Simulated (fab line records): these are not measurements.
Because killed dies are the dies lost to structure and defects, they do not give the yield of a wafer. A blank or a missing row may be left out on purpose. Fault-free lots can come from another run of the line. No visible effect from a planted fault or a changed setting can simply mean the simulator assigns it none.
Which tool did it? + flow n5Finfet + 72 wafers from 24 lots sampled at 3 of the route's 1938 steps

== WHAT THE GAUGES SHOWED, per wafer ==
N5_BEOL_M4_CD_MEAS_11: the cd target is 16.79 nm. Usual: cdNm at 16.81 nm, with a standard deviation of 0.21.
| lot  | measured     | on       | cdNm (nm)         | flag |
|------|--------------|----------|-------------------|------|
| L074 | day 7 09:20  | cdSem-01 | 16.96 16.82 16.76 |      |
| L075 | day 7 22:17  | cdSem-03 | 17.30 16.67 16.65 |      |
| L077 | day 7 23:05  | cdSem-01 | 17.02 16.84 16.74 |      |
| L076 | day 8 07:35  | cdSem-01 | 16.80 16.73 16.95 |      |
| L078 | day 8 14:52  | cdSem-02 | 16.81 16.92 16.62 |      |
| L079 | day 8 17:42  | cdSem-01 | 16.80 16.83 16.82 |      |
| L080 | day 8 21:59  | cdSem-01 | 16.94 17.04 16.93 |      |
| L081 | day 9 11:51  | cdSem-01 | 16.85 16.77 16.44 |      |
| L082 | day 9 18:08  | cdSem-01 | 16.99 16.83 16.76 |      |
| L083 | day 9 22:11  | cdSem-01 | 16.93 16.92 17.12 |      |
| L084 | day 10 09:19 | cdSem-03 | 16.92 17.00 16.79 |      |
| L085 | day 10 12:29 | cdSem-03 | 17.25 16.88 17.10 |      |
| L086 | day 10 16:43 | cdSem-01 | 16.76 16.39 16.53 |      |
| L088 | day 11 00:30 | cdSem-01 | 16.74 16.62 16.52 |      |
| L089 | day 11 04:54 | cdSem-02 | 16.73 16.94 16.80 |      |
| L087 | day 11 05:02 | cdSem-01 | 17.35 17.03 16.56 |      |
| L090 | day 11 06:50 | cdSem-02 | 16.47 17.01 16.81 |      |
| L091 | day 11 11:11 | cdSem-01 | 16.97 16.74 16.93 |      |
| L093 | day 12 00:59 | cdSem-01 | 16.77 16.39 17.08 |      |
| L092 | day 12 02:01 | cdSem-02 | 16.91 16.98 16.69 |      |
| L094 | day 12 21:16 | cdSem-01 | 16.82 16.68 17.11 |      |
| L095 | day 13 04:47 | cdSem-02 | 16.75 16.51 16.34 |      |
| L096 | day 13 05:28 | cdSem-01 | 16.94 16.55 16.73 |      |
| L097 | day 13 15:01 | cdSem-02 | 16.73 16.88 16.52 |      |

== EACH LOT AND THE TOOL THAT RAN IT (in order: tool; ch and the chambers of the sampled wafers; start) ==
| lot  | N5_BEOL_M3_SPUTTER_86       | N5_BEOL_M3_SPUTTER_96       |
|------|-----------------------------|-----------------------------|
| L074 | pvdSputter-03, day 7 05:14  | pvdSputter-03, day 7 06:20  |
| L075 | pvdSputter-03, day 7 17:25  | pvdSputter-03, day 7 18:31  |
| L077 | pvdSputter-02, day 7 20:01  | pvdSputter-02, day 7 21:07  |
| L076 | pvdSputter-03, day 7 23:40  | pvdSputter-03, day 8 00:46  |
| L078 | pvdSputter-03, day 8 10:02  | pvdSputter-03, day 8 11:08  |
| L079 | pvdSputter-03, day 8 13:01  | pvdSputter-03, day 8 14:07  |
| L080 | pvdSputter-01, day 8 18:35  | pvdSputter-01, day 8 19:41  |
| L081 | pvdSputter-02, day 9 07:33  | pvdSputter-02, day 9 08:39  |
| L082 | pvdSputter-01, day 9 14:26  | pvdSputter-01, day 9 15:32  |
| L083 | pvdSputter-02, day 9 17:19  | pvdSputter-02, day 9 18:25  |
| L084 | pvdSputter-03, day 10 05:47 | pvdSputter-03, day 10 06:53 |
| L085 | pvdSputter-01, day 10 06:59 | pvdSputter-01, day 10 08:05 |
| L086 | pvdSputter-01, day 10 13:36 | pvdSputter-01, day 10 14:42 |
| L088 | pvdSputter-02, day 10 21:28 | pvdSputter-02, day 10 22:34 |
| L089 | pvdSputter-02, day 11 00:44 | pvdSputter-02, day 11 01:50 |
| L087 | pvdSputter-03, day 11 00:55 | pvdSputter-03, day 11 02:01 |
| L090 | pvdSputter-03, day 11 03:51 | pvdSputter-03, day 11 04:57 |
| L091 | pvdSputter-02, day 11 07:18 | pvdSputter-02, day 11 08:24 |
| L093 | pvdSputter-01, day 11 20:28 | pvdSputter-01, day 11 21:34 |
| L092 | pvdSputter-03, day 11 23:04 | pvdSputter-03, day 12 00:10 |
| L094 | pvdSputter-02, day 12 17:38 | pvdSputter-02, day 12 18:44 |
| L095 | pvdSputter-02, day 12 23:32 | pvdSputter-02, day 13 00:38 |
| L096 | pvdSputter-03, day 13 01:53 | pvdSputter-03, day 13 02:59 |
| L097 | pvdSputter-02, day 13 12:00 | pvdSputter-02, day 13 13:06 |
- N5_BEOL_M3_SPUTTER_86: material Cu, target thk 4.5 nm, time 8.29 s.
- N5_BEOL_M3_SPUTTER_96: material Cu, target thk 4.5 nm, time 8.29 s.

== WHAT THE TOOLS THEMSELVES READ (means of the sampled wafers that have a number; where no wafer has one, the mark that the record gives instead) ==
N5_BEOL_M3_SPUTTER_86. Usual: throttleValvePct at 30.2 %, with a standard deviation of 0.94.
| lot  | tool          | throttleValvePct (%) | flag |
|------|---------------|----------------------|------|
| L074 | pvdSputter-03 | 29.9                 |      |
| L075 | pvdSputter-03 | 30.0                 |      |
| L077 | pvdSputter-02 | 29.8                 |      |
| L076 | pvdSputter-03 | 29.7                 |      |
| L078 | pvdSputter-03 | 30.6                 |      |
| L079 | pvdSputter-03 | 29.9                 |      |
| L080 | pvdSputter-01 | 30.3                 |      |
| L081 | pvdSputter-02 | 30.4                 |      |
| L082 | pvdSputter-01 | 30.0                 |      |
| L083 | pvdSputter-02 | 29.6                 |      |
| L084 | pvdSputter-03 | 30.4                 |      |
| L085 | pvdSputter-01 | 29.2                 |      |
| L086 | pvdSputter-01 | 30.7                 |      |
| L088 | pvdSputter-02 | 30.1                 |      |
| L089 | pvdSputter-02 | 30.3                 |      |
| L087 | pvdSputter-03 | 29.9                 |      |
| L090 | pvdSputter-03 | 29.8                 |      |
| L091 | pvdSputter-02 | 30.4                 |      |
| L093 | pvdSputter-01 | 31.0                 |      |
| L092 | pvdSputter-03 | 30.1                 |      |
| L094 | pvdSputter-02 | 29.9                 |      |
| L095 | pvdSputter-02 | 30.1                 |      |
| L096 | pvdSputter-03 | 30.0                 |      |
| L097 | pvdSputter-02 | 30.0                 |      |

N5_BEOL_M3_SPUTTER_96. Usual: throttleValvePct at 30.2 %, with a standard deviation of 0.92.
| lot  | tool          | throttleValvePct (%) | flag |
|------|---------------|----------------------|------|
| L074 | pvdSputter-03 | 29.7                 |      |
| L075 | pvdSputter-03 | 30.0                 |      |
| L077 | pvdSputter-02 | 29.8                 |      |
| L076 | pvdSputter-03 | 29.6                 |      |
| L078 | pvdSputter-03 | 30.6                 |      |
| L079 | pvdSputter-03 | 30.0                 |      |
| L080 | pvdSputter-01 | 30.1                 |      |
| L081 | pvdSputter-02 | 30.4                 |      |
| L082 | pvdSputter-01 | 30.0                 |      |
| L083 | pvdSputter-02 | 29.5                 |      |
| L084 | pvdSputter-03 | 30.5                 |      |
| L085 | pvdSputter-01 | 29.4                 |      |
| L086 | pvdSputter-01 | 30.5                 |      |
| L088 | pvdSputter-02 | 30.1                 |      |
| L089 | pvdSputter-02 | 30.3                 |      |
| L087 | pvdSputter-03 | 30.0                 |      |
| L090 | pvdSputter-03 | 29.9                 |      |
| L091 | pvdSputter-02 | 30.3                 |      |
| L093 | pvdSputter-01 | 31.0                 |      |
| L092 | pvdSputter-03 | 29.9                 |      |
| L094 | pvdSputter-02 | 29.7                 |      |
| L095 | pvdSputter-02 | 30.2                 |      |
| L096 | pvdSputter-03 | 30.0                 |      |
| L097 | pvdSputter-02 | 30.0                 |      |

== THE ANSWER, worked out from the rows above alone ==
Rule: a lot counts as off when the mean over its wafers that have a number is more than 3 standard deviations away from the usual mean. A lot without any number at a reading at which 4 lots or more have one is off too. All remaining lots with rows at the step are treated as sound. The gauges are gone through in route order, then the tools' own readings, and for those a lot's mean is taken as printed above. At the first step where some lot is off, the reading lying furthest off is the one used; lots without a number count as furthest.
Nothing can be told from this: no lot is off at any reading shown.

== WHAT THE SIMULATOR HAD PUT IN ==
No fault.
